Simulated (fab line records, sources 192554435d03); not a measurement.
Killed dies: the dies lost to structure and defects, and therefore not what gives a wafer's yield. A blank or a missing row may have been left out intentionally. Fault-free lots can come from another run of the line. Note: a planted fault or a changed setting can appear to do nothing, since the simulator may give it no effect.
Split-lot study :: flow n5-finfet :: 21 wafers read across 7 lots, on a route 1938 steps long

== THE SPLIT ITSELF ==
At N5_BEOL_M7_EXPOSE_25 (exposes mask V6, target cd 40 nm), the setting dose-mj was moved away from the recipe's 42.5 on 7 of the 21 wafers read, by -7.3% to +6.7%. All remaining wafers had this setting at the recipe value.

== FROM THE SPLIT TO THE READING: what the file shows between them, 2 steps ==
- N5_BEOL_M7_PEB_26: peb time 60 s
- N5_BEOL_M7_DEVELOP_27: develop time 30 s

== THE READING ==
cd-nm at N5_BEOL_M7_CD_MEAS_28, given in nm (cd target 40 nm). A value of 39.97 nm with a standard deviation of 0.24 nm is what fault-free wafers of this fab line usually give.

wafer: L076.2
tool, chamber at the split: euv-scanner-02, 0
dose-mj as run: 45.36
against the recipe: +6.7%
cd-nm, nm: 41.36
against lot-mates on the recipe: +1.20

wafer: L076.4
tool, chamber at the split: euv-scanner-02, 0
dose-mj as run: 42.5
against the recipe: recipe
cd-nm, nm: 40.16
against lot-mates on the recipe: -

wafer: L076.6
tool, chamber at the split: euv-scanner-02, 0
dose-mj as run: 45.36
against the recipe: +6.7%
cd-nm, nm: 41.76
against lot-mates on the recipe: +1.60

wafer: L078.1
tool, chamber at the split: euv-scanner-01, 0
dose-mj as run: 42.5
against the recipe: recipe
cd-nm, nm: 40.31
against lot-mates on the recipe: -

wafer: L078.3
tool, chamber at the split: euv-scanner-01, 0
dose-mj as run: 42.5
against the recipe: recipe
cd-nm, nm: 39.83
against lot-mates on the recipe: -

wafer: L078.6
tool, chamber at the split: euv-scanner-01, 0
dose-mj as run: 41.59
against the recipe: -2.1%
cd-nm, nm: 39.27
against lot-mates on the recipe: -0.80

wafer: L079.2
tool, chamber at the split: euv-scanner-02, 0
dose-mj as run: 39.41
against the recipe: -7.3%
cd-nm, nm: 38.17
against lot-mates on the recipe: -1.69

wafer: L079.5
tool, chamber at the split: euv-scanner-02, 0
dose-mj as run: 39.41
against the recipe: -7.3%
cd-nm, nm: 37.97
against lot-mates on the recipe: -1.89

wafer: L079.6
tool, chamber at the split: euv-scanner-02, 0
dose-mj as run: 42.5
against the recipe: recipe
cd-nm, nm: 39.86
against lot-mates on the recipe: -

wafer: L083.3
tool, chamber at the split: euv-scanner-02, 0
dose-mj as run: 42.5
against the recipe: recipe
cd-nm, nm: 40.47
against lot-mates on the recipe: -

wafer: L083.5
tool, chamber at the split: euv-scanner-02, 0
dose-mj as run: 42.5
against the recipe: recipe
cd-nm, nm: 39.88
against lot-mates on the recipe: -

wafer: L083.6
tool, chamber at the split: euv-scanner-02, 0
dose-mj as run: 42.5
against the recipe: recipe
cd-nm, nm: 39.86
against lot-mates on the recipe: -

wafer: L086.1
tool, chamber at the split: euv-scanner-01, 0
dose-mj as run: 42.5
against the recipe: recipe
cd-nm, nm: 39.78
against lot-mates on the recipe: -

wafer: L086.5
tool, chamber at the split: euv-scanner-01, 0
dose-mj as run: 42.5
against the recipe: recipe
cd-nm, nm: 39.50
against lot-mates on the recipe: -

wafer: L086.6
tool, chamber at the split: euv-scanner-01, 0
dose-mj as run: 42.5
against the recipe: recipe
cd-nm, nm: 39.82
against lot-mates on the recipe: -

wafer: L094.2
tool, chamber at the split: euv-scanner-02, 0
dose-mj as run: 42.5
against the recipe: recipe
cd-nm, nm: 40.37
against lot-mates on the recipe: -

wafer: L094.3
tool, chamber at the split: euv-scanner-02, 0
dose-mj as run: 42.5
against the recipe: recipe
cd-nm, nm: 39.95
against lot-mates on the recipe: -

wafer: L094.6
tool, chamber at the split: euv-scanner-02, 0
dose-mj as run: 42.5
against the recipe: recipe
cd-nm, nm: 40.22
against lot-mates on the recipe: -

wafer: L096.2
tool, chamber at the split: euv-scanner-02, 0
dose-mj as run: 40.09
against the recipe: -5.7%
cd-nm, nm: 38.79
against lot-mates on the recipe: -1.01

wafer: L096.5
tool, chamber at the split: euv-scanner-02, 0
dose-mj as run: 40.09
against the recipe: -5.7%
cd-nm, nm: 38.35
against lot-mates on the recipe: -1.45

wafer: L096.6
tool, chamber at the split: euv-scanner-02, 0
dose-mj as run: 42.5
against the recipe: recipe
cd-nm, nm: 39.80
against lot-mates on the recipe: -

FIT RESULTS
A straight line over all 21 wafers: cd-nm changes by +0.25 nm for each +1% of dose-mj; r = +0.96; the points scatter about the line by 0.26 nm.
The same after taking each lot's own level away (the mean of its wafers on the recipe; 21 wafers): +0.226 nm for each +1%; r = +0.97; scatter 0.21 nm.
On that fit, the largest move of dose-mj shifts the reading by 1.6 nm.
From 39.700 to 40.180 nm: that is the span of the lots' own levels, equal to 2.0 times the standard deviation above.
Hence the slope depends on the lot-to-lot level, as the two fits are not the same.
Check: for one of the wafers moved furthest among these (-7.3%), held out of the fit, the line's prediction against its lot-mates is -1.68 nm. It came out at -1.69 nm against them.

== FURTHER SPLITS ON THESE WAFERS ==
Note: prior to the reading, these wafers also went through further splits. Each is held against what the fit with the lots' levels taken away leaves over:
other split on the same wafers: N5_BEOL_M3_ETCH_41 target-depth-a
wafers away from the commonest value: 5
r with cd-nm (lot level and that fit taken away): +0.08

other split on the same wafers: N5_BEOL_M5_ETCH_72 bias-w
wafers away from the commonest value: 7
r with cd-nm (lot level and that fit taken away): -0.15

other split on the same wafers: N5_BEOL_M5_COAT_22 spin-rpm
wafers away from the commonest value: 8
r with cd-nm (lot level and that fit taken away): +0.27

other split on the same wafers: N5_BEOL_M6_COAT_60 spin-rpm
wafers away from the commonest value: 6
r with cd-nm (lot level and that fit taken away): +0.05

other split on the same wafers: N5_BEOL_M6_ETCH_62 time-s
wafers away from the commonest value: 5
r with cd-nm (lot level and that fit taken away): +0.14

other split on the same wafers: N5_BEOL_M7_PECVD_70 temp-c
wafers away from the commonest value: 6
r with cd-nm (lot level and that fit taken away): -0.26

other split on the same wafers: N5_BEOL_M7_COAT_05 spin-rpm
wafers away from the commonest value: 9
r with cd-nm (lot level and that fit taken away): -0.32

== THE WHOLE CHAIN: every reading that the file lists as answering this split, in the file's order ==
step: N5_BEOL_M7_CD_MEAS_28
what it does: target cd 40 nm
reading: cd-nm
change (the file's fit): +0.231 nm for each +1% of the setting
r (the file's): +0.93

step: N5_BEOL_M7_DESCUM_33
what it does: chemistry O2, time 7 s
reading: BEOL_M7.cd-nm (the simulator's own value, which no gauge read)
change (the file's fit): +0.206 nm for each +1% of the setting
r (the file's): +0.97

step: N5_BEOL_M7_ETCH_72
what it does: etches underlayer in N2/H2, target depth 6.5 nm, time 5.2 s
reading: BEOL_M7.cd-nm (the simulator's own value, which no gauge read)
change (the file's fit): +0.203 nm for each +1% of the setting
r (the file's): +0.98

== FILE'S OWN FIT ==
cd-nm changes by +0.231 nm for each +1% of dose-mj, r = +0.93.
